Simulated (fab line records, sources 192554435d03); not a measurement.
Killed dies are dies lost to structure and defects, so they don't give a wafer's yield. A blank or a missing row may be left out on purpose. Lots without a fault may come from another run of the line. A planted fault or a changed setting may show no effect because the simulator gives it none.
Split-lot experiment | flow n5_finfet | 7 lots, 21 wafers read, on a route of 1938 steps

THE SPLIT
At N5_BEOL_M3_ILD_DEP_00 (deposits SiOC from DEMS/O2, target thk 79 nm, time 15.3 s), the setting time_s was moved away from the recipe's 15.3 s on 5 of the 21 wafers read, by -11.8% to +9.3%. The other wafers ran this setting at the recipe's value.

The file shows no step between the split and the reading.

THE READING
M3_ILD_THK, in nm, at N5_BEOL_M3_THK_MEAS_01. Fault-free wafers of this fab line usually give 78.5 nm, standard deviation 1.3 nm.

wafer  | tool, chamber at the split | time_s as run, s | against the recipe | M3_ILD_THK, nm | against lot-mates on the recipe
L074.3 | pecvd-01, 1                | 15.3             | recipe             | 78.3           | -
L074.4 | pecvd-01, 1                | 15.3             | recipe             | 79.5           | -
L074.6 | pecvd-01, 0                | 15.3             | recipe             | 76.6           | -
L076.1 | pecvd-03, 0,1              | 15.3             | recipe             | 77.5           | -
L076.3 | pecvd-03, 0,1              | 15.3             | recipe             | 77.6           | -
L076.4 | pecvd-03, 2                | 15.3             | recipe             | 78.5           | -
L085.1 | pecvd-04, 0                | 15.3             | recipe             | 78.4           | -
L085.2 | pecvd-04, 2                | 16.73            | +9.3%              | 86.5           | +7.2
L085.6 | pecvd-04, 0                | 15.3             | recipe             | 80.2           | -
L086.1 | pecvd-03, 0                | 13.49            | -11.8%             | 68.4           | -9.7
L086.4 | pecvd-03, 1                | 15.3             | recipe             | 78.1           | -
L086.6 | pecvd-03, 1                | 13.49            | -11.8%             | 68.2           | -9.9
L089.1 | pecvd-01, 0                | 15.3             | recipe             | 76.1           | -
L089.4 | pecvd-01, 0                | 15.3             | recipe             | 77.9           | -
L089.6 | pecvd-01, 1                | 15.3             | recipe             | 78.9           | -
L090.1 | pecvd-03, 1,0              | 15.3             | recipe             | 76.6           | -
L090.3 | pecvd-03, 1,0              | 15.3             | recipe             | 76.6           | -
L090.6 | pecvd-03, 0                | 15.3             | recipe             | 77.4           | -
L093.4 | pecvd-01, 0                | 15.3             | recipe             | 77.5           | -
L093.5 | pecvd-01, 1                | 13.61            | -11.0%             | 71.4           | -6.1
L093.6 | pecvd-01, 2                | 13.61            | -11.0%             | 72.3           | -5.2
Where a row lists several chambers, the file gives one row for several wafers and doesn't say which wafer went through which chamber.

THE FIT
A straight line over all 21 wafers: M3_ILD_THK changes by +0.731 nm for each +1% of time_s; r = +0.95; the points scatter about the line by 1.3 nm.
The same after taking each lot's own level away (the mean of its wafers on the recipe; 21 wafers): +0.699 nm for each +1%; r = +0.96; scatter 1.1 nm.
On that fit, the largest move of time_s shifts the reading by 8.3 nm.
The lots' own levels span 76.87 to 79.30 nm, that is 1.9 times the standard deviation above.
So the lot-to-lot level changes the slope little: the two slopes agree.
Check: with one of the wafers moved furthest among these (-11.8%) left out of the fit, the line predicts -7.72 nm for it against its lot-mates. It came out at -9.7 nm against them.

OTHER SPLITS ON THESE WAFERS
These wafers also went through other splits before the reading. Each is held against what the fit with the lots' levels taken away leaves over:
other split on the same wafers | wafers away from the commonest value | r with M3_ILD_THK (lot level and that fit taken away)
N5_BEOL_M2_ETCH_74 source_w    | 5                                    | +0.57

THE WHOLE CHAIN: every reading that the file lists as answering this split, in the file's order
step                   | what it does                                              | reading                                                                            | change (the file's fit)               | r (the file's)
N5_BEOL_M3_ILD_DEP_00  | deposits SiOC from DEMS/O2, target thk 79 nm, time 15.3 s | SiOC_of_BEOL_M3_ILD_DEP_00.thk_nm (the simulator's own value, which no gauge read) | +0.705 nm for each +1% of the setting | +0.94
N5_BEOL_M3_THK_MEAS_01 |                                                           | M3_ILD_THK                                                                         | +0.7 for each +1% of the setting      | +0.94

THE FILE'S OWN FIT
M3_ILD_THK changes by +0.7 nm for each +1% of time_s, r = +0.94.
